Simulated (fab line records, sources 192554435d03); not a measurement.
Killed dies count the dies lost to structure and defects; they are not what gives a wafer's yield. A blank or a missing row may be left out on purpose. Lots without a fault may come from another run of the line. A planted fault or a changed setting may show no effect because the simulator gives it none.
Chamber matching    flow n5_finfet    pecvd-03 running N5_BEOL_M13_DEP_53: 3 sister chambers
The step deposits SiCN from 3MS/NH3, target thk 50 nm, time 17.8 s. 3 wafers are shown with their chamber, then 12 later ones without.

## EACH WAFER AND ITS CHAMBER
wafer   chamber  throttle_valve_pct (%)
L083.5  0        19.0
L086.4  2        15.8
L086.5  1        18.7

## WAFERS WHOSE CHAMBER IS MISSING
wafer   throttle_valve_pct (%)
L090.2  16.0
L090.3  19.1
L090.5  19.2
L094.2  18.6
L094.3  15.9
L094.5  16.2
L096.1  16.4
L096.2  18.8
L096.3  18.6
L096.4  18.8
L096.5  19.0
L096.6  16.0

## EACH ONE'S CHAMBER
wafer   from the rows above      in truth
L090.2  2                        2
L090.3  can't be placed: 0 or 1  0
L090.5  can't be placed: 0 or 1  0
L094.2  can't be placed: 1 or 0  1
L094.3  2                        2
L094.5  2                        2
L096.1  2                        2
L096.2  can't be placed: 1 or 0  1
L096.3  can't be placed: 1 or 0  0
L096.4  can't be placed: 1 or 0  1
L096.5  can't be placed: 0 or 1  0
L096.6  2                        2
Placed correctly: 5 of 12. Unplaceable from these rows: 7, with the true chamber sitting among the candidates in 7. 0 placed wrongly.
How it was worked out, from the rows above alone: a wafer's distance from a chamber is the root of the sum, over the readings, of the square of ((its reading less the chamber's mean) divided by the reading's scatter). If the next closest chamber is less than 2 further off than the closest, the wafer can't be placed; otherwise it belongs to the closest. Each chamber's mean is taken over the wafers shown for it. The scatter: with one shown wafer a chamber, the root of the mean of the squares of how far each hidden wafer lies from its nearest shown one.
